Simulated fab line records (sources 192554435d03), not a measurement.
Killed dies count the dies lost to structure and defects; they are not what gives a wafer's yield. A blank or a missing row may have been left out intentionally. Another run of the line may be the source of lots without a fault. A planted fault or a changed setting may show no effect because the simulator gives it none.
Problem report in the 8D (eight disciplines) form, filled by code + flow n5 finfet + the parts of the form that need people (team, actions taken, sign-off) are left out

1. THE ISSUE
head pressure psi at N5_MOL_CONTACT_COAG_CMP_23 reads a mean of 1.735 psi on 6 wafers of 2 lots; wafers without a fault read 2.000 psi with a standard deviation of 0.0042. That is -63 standard deviations from the usual mean.
The step: polishes, stops on SiO2, t overpolish 1.5 s, target thk 0 nm.
Earliest sighting: wafer L627.3 on cmp-02 at day 8 05:45. At this step, 12 wafers from 4 lots have a number in the record. Rule for "out" (also "out of limits"): further than 4 standard deviations from the usual mean. All remaining wafers that have a number are taken as sound.

2. WHAT IT IS, WHAT IT ISN'T
| question                    | is                     | is not                                                             |
|-----------------------------|------------------------|--------------------------------------------------------------------|
| which readings at this step | head pressure psi      | motor current A, overpolish run s                                  |
| which lots                  | L627, L628             | L618, L637                                                         |
| which wafers of those lots  | all that have a number | -                                                                  |
| read on which tools         | cmp-02                 | cmp-01                                                             |
| when                        | from day 8 05:45       | up to then (3 sound wafers); but 3 sound wafers of L637 came after |

3. SUSPECTS, AND WHAT RULES EACH OUT
Counting: a tool stays on the suspect list if, at a process step up to the reading, it processed all lots that are out and no sound lot following the first of them.
- cmp-02 at N5_MOL_CONTACT_COAG_CMP_23 (polishes, stops on SiO2, t overpolish 1.5 s, target thk 0 nm): kept. It processed each lot that is out, first L627 at day 8 05:45, and no sound lot thereafter; up to then, the last sound lot it processed was L618 at day 6 02:50. Out on those wafers are its own readings of head pressure psi.
After counting, what remains is cmp-02 at N5_MOL_CONTACT_COAG_CMP_23.

4. THE CAUSE (what the simulator had put in)
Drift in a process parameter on cmp-02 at N5_MOL_CONTACT_COAG_CMP_23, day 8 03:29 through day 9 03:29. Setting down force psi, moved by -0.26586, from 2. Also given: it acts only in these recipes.
Only this tool survived the counting.

5. THE EFFECT CHAIN, in route order
Each row: a reading where the mean over the struck wafers with a number is more than 3 standard deviations away from the usual. Readings are gone through only where the record gives a usual standard deviation; hours: the median, over the lots, of the time from a lot's start at the first step in this table giving one to that lot's start at this step; sigmas: the change measured in usual standard deviations.
| hours | step                       | reading           | usual     | on struck wafers | change | sigmas |
|-------|----------------------------|-------------------|-----------|------------------|--------|--------|
| 0     | N5_MOL_CONTACT_COAG_CMP_23 | head pressure psi | 2.000 psi | 1.735            | -0.265 | -63    |
Here are the process steps it includes:
- N5_MOL_CONTACT_COAG_CMP_23: polishes, stops on SiO2, t overpolish 1.5 s, target thk 0 nm.
Later steps that measure or inspect, where all struck wafers having a row at the step show a number for every such reading and not one has moved that far: N5_BEOL_M4_RC_MEAS_101.

6. HOW IT WOULD HAVE BEEN CAUGHT EARLIER
First out-of-limits reading in this record: day 8 05:45, which is 2 hours after fault onset at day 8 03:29.
